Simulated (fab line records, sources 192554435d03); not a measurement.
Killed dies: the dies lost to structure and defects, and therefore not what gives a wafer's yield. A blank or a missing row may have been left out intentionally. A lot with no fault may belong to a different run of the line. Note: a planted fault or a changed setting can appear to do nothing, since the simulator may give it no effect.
Chamber matching + flow n5Finfet + aldMetal-01 running N5_HKMG_FIN_ALD_36: 4 sister chambers
The step deposits TiN, target thk 1 nm, pulse time 1 s, purge time 3 s. 4 wafers are shown with their chamber, then 10 later ones without.

== EACH WAFER AND ITS CHAMBER ==
| wafer  | chamber | heaterPowerW (W) |
|--------|---------|------------------|
| L090.5 | 2       | 917              |
| L090.6 | 3       | 916              |
| L091.2 | 1       | 733              |
| L091.4 | 0       | 746              |

== WAFERS MISSING THEIR CHAMBER ==
| wafer  | heaterPowerW (W) |
|--------|------------------|
| L091.6 | 918              |
| L096.1 | 753              |
| L096.2 | 901              |
| L096.3 | 897              |
| L096.4 | 748              |
| L096.5 | 916              |
| L096.6 | 752              |
| L097.1 | 753              |
| L097.2 | 892              |
| L097.4 | 753              |

== WHICH CHAMBER EACH ONE RAN IN ==
| wafer  | from the rows above     | in truth |
|--------|-------------------------|----------|
| L091.6 | can't be placed: 2 or 3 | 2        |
| L096.1 | can't be placed: 0 or 1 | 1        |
| L096.2 | can't be placed: 3 or 2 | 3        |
| L096.3 | can't be placed: 3 or 2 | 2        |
| L096.4 | can't be placed: 0 or 1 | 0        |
| L096.5 | can't be placed: 3 or 2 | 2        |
| L096.6 | can't be placed: 0 or 1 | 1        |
| L097.1 | can't be placed: 0 or 1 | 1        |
| L097.2 | can't be placed: 3 or 2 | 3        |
| L097.4 | can't be placed: 0 or 1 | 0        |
Correctly placed: 0 of 10. Can't be placed from these rows: 10 (the true chamber is among the candidates in 10). Number placed wrongly: 0.
How it was worked out, from the rows above alone: a wafer's distance from a chamber is the root of the sum, over the readings, of the square of ((its reading less the chamber's mean) divided by the reading's scatter). If the next closest chamber is less than 2 further off than the closest, the wafer can't be placed; otherwise it belongs to the closest. Each chamber's mean is taken over the wafers shown for it. The scatter: root of mean squared gap, hidden wafer to nearest shown wafer, with one shown wafer a chamber.
